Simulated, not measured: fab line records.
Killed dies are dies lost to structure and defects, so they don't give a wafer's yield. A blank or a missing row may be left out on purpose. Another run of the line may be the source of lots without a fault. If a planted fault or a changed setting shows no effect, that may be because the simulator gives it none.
Which tool is to blame?	flow n5-finfet	24 lots, 72 wafers sampled, at 6 steps of a route of 1938

== WHAT EACH GAUGE READ, for each wafer ==
N5_MOL_CONTACT_COAG_INSPECT_97: inspects for defects (darkfield). Usual: raw-defect-count at 47, with a standard deviation of 19.
lot	measured	on	raw-defect-count	flag
L074	day 5 08:12	defect-inspect-02	41 50 23	
L075	day 5 17:03	defect-inspect-01	34 24 23	
L076	day 5 23:02	defect-inspect-01	36 66 51	
L077	day 6 02:17	defect-inspect-02	59 79 67	
L078	day 6 13:35	defect-inspect-01	22 31 30	
L079	day 6 17:56	defect-inspect-01	24 40 38	
L080	day 9 01:13	defect-inspect-01	44 37 61	
L081	day 9 01:12	defect-inspect-02	55 30 42	
L082	day 9 01:30	defect-inspect-01	39 48 75	
L083	day 9 01:31	defect-inspect-02	38 43 49	
L084	day 9 01:48	defect-inspect-01	46 83 30	
L085	day 9 01:52	defect-inspect-02	41 48 32	
L086	day 9 02:06	defect-inspect-01	71 78 60	
L087	day 9 02:08	defect-inspect-02	49 40 40	
L088	day 9 02:26	defect-inspect-01	24 30 30	
L089	day 9 09:23	defect-inspect-02	27 25 37	
L090	day 9 14:02	defect-inspect-01	70 57 49	
L091	day 9 20:02	defect-inspect-02	28 49 24	
L092	day 9 23:04	defect-inspect-01	45 39 65	
L093	day 10 05:32	defect-inspect-01	30 10 24	
L094	day 10 09:56	defect-inspect-02	35 47 24	
L095	day 10 14:06	defect-inspect-01	121 35 57	
L096	day 10 23:07	defect-inspect-02	74 50 52	
L097	day 11 02:43	defect-inspect-01	35 40 28	

N5_BEOL_M0_SAQP_OVL_MEAS_15. Usual: M0_CORE_OVL 0.0 nm, standard deviation 0.75.
lot	measured	on	M0_CORE_OVL (nm)	flag
L074	day 5 10:30	overlay-02	0.7 0.2 0.1	
L075	day 5 18:43	overlay-01	-0.1 -0.8 -0.6	
L076	day 6 00:26	overlay-01	1.8 1.0 1.1	
L077	day 6 04:01	overlay-02	-0.8 0.8 -0.2	
L078	day 6 15:40	overlay-01	0.5 1.1 0.6	
L079	day 6 19:14	overlay-01	-0.6 0.3 0.2	
L080	day 9 02:53	overlay-01	0.5 0.7 0.6	
L081	day 9 03:11	overlay-02	0.1 -0.8 0.1	
L082	day 9 03:22	overlay-02	0.0 -0.9 -0.3	
L083	day 9 03:23	overlay-01	-0.6 -1.6 -1.3	
L084	day 9 03:33	overlay-01	0.2 0.2 -0.4	
L085	day 9 03:35	overlay-01	0.8 -0.4 0.5	
L086	day 9 03:46	overlay-01	0.9 1.1 1.8	
L087	day 9 03:48	overlay-02	0.0 -0.6 -0.5	
L088	day 9 03:58	overlay-01	0.7 0.0 -0.3	
L089	day 9 10:44	overlay-01	0.1 0.6 0.7	
L090	day 9 15:19	overlay-02	-1.1 -0.7 -0.4	
L091	day 9 22:29	overlay-01	0.8 0.4 0.8	
L092	day 10 00:53	overlay-02	-0.1 0.7 0.1	
L093	day 10 07:36	overlay-02	-0.6 0.2 0.1	
L094	day 10 11:29	overlay-01	0.4 0.2 -0.5	
L095	day 10 16:11	overlay-02	-0.5 1.2 0.1	
L096	day 11 00:56	overlay-01	0.0 -0.4 -0.8	
L097	day 11 04:59	overlay-02	-0.2 -0.7 -1.0	

N5_BEOL_M0_SAQP_CD_MEAS_29 targets a cd of 14.4 nm. Usual: cd-nm at 15.03 nm, with a standard deviation of 0.23.
lot	measured	on	cd-nm (nm)	flag
L074	day 5 14:03	cd-sem-03	15.27 15.29 14.85	
L075	day 5 22:20	cd-sem-03	14.87 15.43 15.11	
L076	day 6 04:13	cd-sem-03	15.02 14.94 15.34	
L077	day 6 07:37	cd-sem-02	15.29 14.88 14.78	
L078	day 6 20:21	cd-sem-02	15.40 15.33 15.20	
L079	day 6 22:44	cd-sem-03	15.02 15.32 15.24	
L080	day 9 07:37	cd-sem-03	15.06 14.95 15.41	
L081	day 9 07:47	cd-sem-01	14.82 14.16 15.10	
L082	day 9 08:17	cd-sem-03	14.78 15.11 14.84	
L083	day 9 09:22	cd-sem-02	15.20 14.53 15.02	
L084	day 9 10:43	cd-sem-01	15.32 14.84 15.28	
L085	day 9 11:43	cd-sem-02	14.78 15.09 14.87	
L086	day 9 11:52	cd-sem-02	14.73 15.14 14.86	
L087	day 9 11:58	cd-sem-01	15.09 14.86 15.04	
L088	day 9 12:24	cd-sem-03	14.81 15.06 15.15	
L089	day 9 16:46	cd-sem-01	15.07 15.07 14.87	
L090	day 9 19:13	cd-sem-01	15.17 14.85 15.19	
L091	day 10 02:20	cd-sem-02	15.16 14.69 15.25	
L092	day 10 04:53	cd-sem-03	14.92 15.16 15.21	
L093	day 10 11:20	cd-sem-03	15.26 15.03 14.56	
L094	day 10 15:39	cd-sem-03	14.72 14.43 14.98	
L095	day 10 22:10	cd-sem-03	14.50 15.19 15.15	
L096	day 11 04:49	cd-sem-03	14.81 15.05 15.15	
L097	day 11 09:35	cd-sem-01	15.34 14.60 15.03	

== WHICH TOOL RAN EACH LOT (tool, then ch and the chambers of the sampled wafers, then the start) ==
lot	N5_MOL_CONTACT_COAG_STRIP_72	N5_MOL_CONTACT_COAG_CMP_52	N5_BEOL_M0_SAQP_HM_OPEN_112
L074	rie-diel-03 ch 0,2,3, day 5 03:22	cmp-01 ch 0,1,3, day 5 04:52	rie-diel-01 ch 0,2,3, day 5 10:45
L075	rie-diel-03 ch 2,3, day 5 12:33	cmp-02 ch 0,2, day 5 13:40	rie-diel-02 ch 0,2, day 5 18:58
L076	rie-diel-05 ch 0,2,3, day 5 18:40	cmp-03 ch 0,3, day 5 19:41	rie-diel-01 ch 2,3, day 6 00:41
L077	rie-diel-05 ch 0,1,3, day 5 21:53	cmp-01 ch 1,2, day 5 22:56	rie-diel-02 ch 0,1,2, day 6 04:16
L078	rie-diel-04 ch 0,2, day 6 09:13	cmp-01 ch 0,3, day 6 10:14	rie-diel-06 ch 2,3, day 6 15:55
L079	rie-diel-05 ch 0,1,3, day 6 13:52	cmp-01 ch 0,1,3, day 6 14:32	rie-diel-02 ch 1,2,3, day 6 19:35
L080	rie-diel-03 ch 1,2,3, day 6 22:14	cmp-01 ch 0,2,3, day 6 23:15	rie-diel-06 ch 0,1,2, day 9 03:08
L081	rie-diel-04 ch 0,3, day 7 00:46	cmp-03 ch 0,2,3, day 7 01:51	rie-diel-06 ch 0,1,3, day 9 03:26
L082	rie-diel-03 ch 1,2, day 7 06:55	cmp-01 ch 0,1,2, day 7 08:02	rie-diel-06 ch 0,1, day 9 03:44
L083	rie-diel-04 ch 0,2,3, day 7 10:26	cmp-02 ch 0,1,2, day 7 11:27	rie-diel-02 ch 1,2,3, day 9 03:44
L084	rie-diel-04 ch 0,2,3, day 7 19:43	cmp-01 ch 0,1,3, day 7 20:44	rie-diel-01 ch 0,2,3, day 9 04:23
L085	rie-diel-04 ch 2,3, day 7 22:22	cmp-01 ch 1,2,3, day 7 23:07	rie-diel-02 ch 0,2,3, day 9 04:29
L086	rie-diel-04 ch 0,1,2, day 8 05:08	cmp-03 ch 0,2,3, day 8 05:49	rie-diel-06 ch 0,1,2, day 9 04:30
L087	rie-diel-03 ch 0,2,3, day 8 10:57	cmp-02 ch 1,2,3, day 8 11:44	rie-diel-01 ch 0,1,2, day 9 04:38
L088	rie-diel-05 ch 0,3, day 8 20:17	cmp-02 ch 1,2, day 8 21:00	rie-diel-02 ch 0,3, day 9 04:47
L089	rie-diel-03 ch 0,1,3, day 9 04:59	cmp-03 ch 0,2,3, day 9 06:04	rie-diel-02 ch 0,2,3, day 9 10:59
L090	rie-diel-03 ch 0,1, day 9 10:00	cmp-01 ch 2,3, day 9 10:44	rie-diel-06 ch 0,2,3, day 9 15:52
L091	rie-diel-05 ch 0,2, day 9 16:01	cmp-03 ch 0,1,2, day 9 16:46	rie-diel-06 ch 1,2, day 9 22:44
L092	rie-diel-04 ch 1,3, day 9 17:00	cmp-01 ch 0,1,3, day 9 17:43	rie-diel-02 ch 0,2,3, day 10 01:08
L093	rie-diel-03 ch 1,2,3, day 10 01:28	cmp-02 ch 0,1,3, day 10 02:11	rie-diel-06 ch 1,3, day 10 07:51
L094	rie-diel-05 ch 0,1,3, day 10 05:53	cmp-02 ch 0,1, day 10 06:35	rie-diel-06 ch 1, day 10 11:53
L095	rie-diel-04 ch 0,3, day 10 10:04	cmp-01 ch 0,1,2, day 10 10:49	rie-diel-01 ch 0,1,3, day 10 17:18
L096	rie-diel-05 ch 0,1,3, day 10 18:59	cmp-03 ch 0,1,2, day 10 19:46	rie-diel-06 ch 1,3, day 11 01:11
L097	rie-diel-05 ch 0,2, day 10 22:37	cmp-03 ch 0,3, day 10 23:22	rie-diel-06 ch 0,2, day 11 05:22
- N5_MOL_CONTACT_COAG_STRIP_72: strips in N2/H2.
- N5_MOL_CONTACT_COAG_CMP_52: polishes, stops on SiO2, t overpolish 1.5 s, target thk 66.5 nm.
- N5_BEOL_M0_SAQP_HM_OPEN_112: chemistry CHF3/O2, target SiO2, stops on a-Si, target depth 12 nm, time 13.5 s.

== WHAT THE TOOLS THEMSELVES READ (means of the sampled wafers that have a number; where no wafer has one, the mark that the record gives instead) ==
N5_MOL_CONTACT_COAG_STRIP_72. Usual: drypump-motor-current-A 5.8 A, standard deviation 0.32; oes-product-au 0.81 a.u., standard deviation 0.09; rf-vpp-V 59.4 V, standard deviation 2; showerhead-plenum-p-Torr 2.54 Torr, standard deviation 0.096; throttle-valve-pct 23.6 %, standard deviation 0.39.
lot	tool	drypump-motor-current-A (A)	oes-product-au (a.u.)	rf-vpp-V (V)	showerhead-plenum-p-Torr (Torr)	throttle-valve-pct (%)	flag
L074	rie-diel-03	5.7	0.82	62.2	2.65	23.9	
L075	rie-diel-03	5.6	0.86	60.1	2.64	23.8	
L076	rie-diel-05	5.9	0.83	61.3	2.54	23.5	
L077	rie-diel-05	5.6	0.77	60.3	2.59	23.7	
L078	rie-diel-04	5.7	0.88	59.7	2.47	23.6	
L079	rie-diel-05	5.6	0.77	57.5	2.58	23.7	
L080	rie-diel-03	5.8	0.87	59.6	2.59	23.9	
L081	rie-diel-04	5.7	0.78	56.8	2.42	23.4	
L082	rie-diel-03	6.1	0.90	60.6	2.55	23.9	
L083	rie-diel-04	5.8	0.86	57.6	2.45	23.5	
L084	rie-diel-04	5.8	0.85	57.4	2.45	23.5	
L085	rie-diel-04	6.0	0.92	60.4	2.49	23.6	
L086	rie-diel-04	5.7	0.78	59.2	2.43	23.4	
L087	rie-diel-03	5.7	0.87	57.7	2.63	23.8	
L088	rie-diel-05	5.7	0.75	59.9	2.53	24.0	
L089	rie-diel-03	5.7	0.89	59.3	2.56	23.8	
L090	rie-diel-03	5.9	0.93	59.4	2.52	23.9	
L091	rie-diel-05	6.0	0.82	60.9	2.53	23.1	
L092	rie-diel-04	6.1	0.74	58.1	2.41	23.1	
L093	rie-diel-03	5.8	0.83	56.6	2.58	23.9	
L094	rie-diel-05	5.6	0.73	57.3	2.57	23.7	
L095	rie-diel-04	5.7	0.76	57.9	2.40	23.4	
L096	rie-diel-05	5.6	0.74	59.2	2.57	23.8	
L097	rie-diel-05	6.0	0.80	57.7	2.53	23.1	

N5_MOL_CONTACT_COAG_CMP_52. Usual: head-pressure-psi 4.000 psi, standard deviation 0.0084; motor-current-A 12.3 A, standard deviation 1.2; overpolish-run-s 1.501 s, standard deviation 0.0088; time-to-endpoint-s 11.8 s, standard deviation 2.7.
lot	tool	head-pressure-psi (psi)	motor-current-A (A)	overpolish-run-s (s)	time-to-endpoint-s (s)	flag
L074	cmp-01	4.008	12.4	1.493	10.4	
L075	cmp-02	4.002	11.8	1.509	11.1	
L076	cmp-03	4.002	11.2	1.499	11.4	
L077	cmp-01	3.999	11.0	1.499	10.0	
L078	cmp-01	4.000	13.2	1.504	12.3	
L079	cmp-01	4.000	12.3	1.508	11.3	
L080	cmp-01	4.000	12.0	1.501	11.8	
L081	cmp-03	3.999	11.5	1.501	9.5	
L082	cmp-01	3.998	11.9	1.500	10.9	
L083	cmp-02	3.999	12.3	1.506	10.3	
L084	cmp-01	3.999	12.5	1.498	10.4	
L085	cmp-01	3.999	11.9	1.507	9.7	
L086	cmp-03	4.000	11.9	1.497	11.3	
L087	cmp-02	4.001	12.6	1.500	10.4	
L088	cmp-02	4.002	12.7	1.505	12.7	
L089	cmp-03	3.995	11.7	1.511	11.3	
L090	cmp-01	3.998	11.7	1.494	13.9	
L091	cmp-03	3.998	12.2	1.497	12.0	
L092	cmp-01	3.998	12.6	1.507	13.9	
L093	cmp-02	4.002	12.9	1.499	11.6	
L094	cmp-02	4.007	11.8	1.498	9.9	
L095	cmp-01	3.994	11.7	1.505	10.1	
L096	cmp-03	4.002	12.3	1.502	13.3	
L097	cmp-03	3.997	11.5	1.506	18.0	

N5_BEOL_M0_SAQP_HM_OPEN_112. Usual: O2_flow_sccm 5.000 sccm, standard deviation 0.015; bias-w 170.0 W, standard deviation 0.55; drypump-motor-current-A 5.7 A, standard deviation 0.43; mfc-ar-sccm 200.0 sccm, standard deviation 0.62; oes_o_777_au 0.80 a.u., standard deviation 0.089; oes-product-au 0.52 a.u., standard deviation 0.059; rf-vpp-V 525 V, standard deviation 15; showerhead-plenum-p-Torr 2.43 Torr, standard deviation 0.094; throttle-valve-pct 18.86 %, standard deviation 0.21.
lot	tool	O2_flow_sccm (sccm)	bias-w (W)	drypump-motor-current-A (A)	mfc-ar-sccm (sccm)	oes_o_777_au (a.u.)	oes-product-au (a.u.)	rf-vpp-V (V)	showerhead-plenum-p-Torr (Torr)	throttle-valve-pct (%)	flag
L074	rie-diel-01	4.991	169.5	5.9	200.0	0.71	0.47	519	2.45	18.96	
L075	rie-diel-02	4.986	170.1	5.7	199.6	0.81	0.54	536	2.52	18.93	
L076	rie-diel-01	4.988	170.1	6.1	200.8	0.70	0.47	522	2.47	18.78	
L077	rie-diel-02	4.997	169.3	5.7	199.4	0.81	0.52	527	2.49	18.89	
L078	rie-diel-06	5.006	170.3	5.8	199.7	0.71	0.46	514	2.43	18.68	
L079	rie-diel-02	4.992	170.8	5.9	200.2	0.81	0.53	521	2.40	18.84	
L080	rie-diel-06	5.015	169.8	5.6	199.3	0.81	0.53	536	2.44	18.74	
L081	rie-diel-06	5.006	169.3	5.3	200.4	0.89	0.58	529	2.42	18.83	
L082	rie-diel-06	4.994	170.0	5.4	199.9	0.86	0.56	546	2.41	18.79	
L083	rie-diel-02	4.998	170.4	5.9	200.1	0.79	0.51	522	2.40	18.86	
L084	rie-diel-01	4.993	170.2	5.9	199.8	0.78	0.51	519	2.43	18.84	
L085	rie-diel-02	4.998	169.9	5.9	199.5	0.80	0.51	531	2.42	18.92	
L086	rie-diel-06	4.989	169.9	5.6	199.6	0.80	0.52	536	2.44	18.74	
L087	rie-diel-01	5.011	169.9	5.5	200.3	0.71	0.46	515	2.46	19.16	
L088	rie-diel-02	4.999	169.7	6.1	199.8	0.73	0.49	534	2.31	18.95	
L089	rie-diel-02	4.995	169.2	5.9	200.5	0.78	0.52	530	2.42	18.95	
L090	rie-diel-06	5.003	170.1	5.6	199.6	0.84	0.54	524	2.40	18.68	
L091	rie-diel-06	4.999	170.1	5.5	200.9	0.78	0.50	532	2.50	18.85	
L092	rie-diel-02	4.994	169.9	5.9	199.9	0.78	0.51	531	2.41	18.96	
L093	rie-diel-06	5.000	170.0	5.2	200.5	0.84	0.54	525	2.47	18.95	
L094	rie-diel-06	4.986	169.9	5.2	199.8	0.80	0.52	539	2.52	19.02	
L095	rie-diel-01	4.997	170.5	5.8	199.4	0.81	0.54	518	2.43	18.75	
L096	rie-diel-06	5.011	169.6	5.1	200.1	0.87	0.55	512	2.42	18.88	
L097	rie-diel-06	4.995	169.5	5.7	199.4	0.81	0.53	540	2.39	18.68	

== THE ANSWER, worked out from the rows above alone ==
Rule: take the mean of a lot's wafers that have a number; if it is more than 3 standard deviations from the usual mean, the lot is off. A lot without any number at a reading at which 4 lots or more have one is off too. Where the step has rows for the other lots, those lots are counted as sound. Order of review: gauges by route order, followed by the tools' own readings, for which a lot's mean as printed above is used. At the first step where some lot is off, the reading lying furthest off is the one used; lots without a number count as furthest.
No lot is off on any of the readings shown, so nothing can be concluded from this.

== WHAT HAD BEEN PUT IN BY THE SIMULATOR ==
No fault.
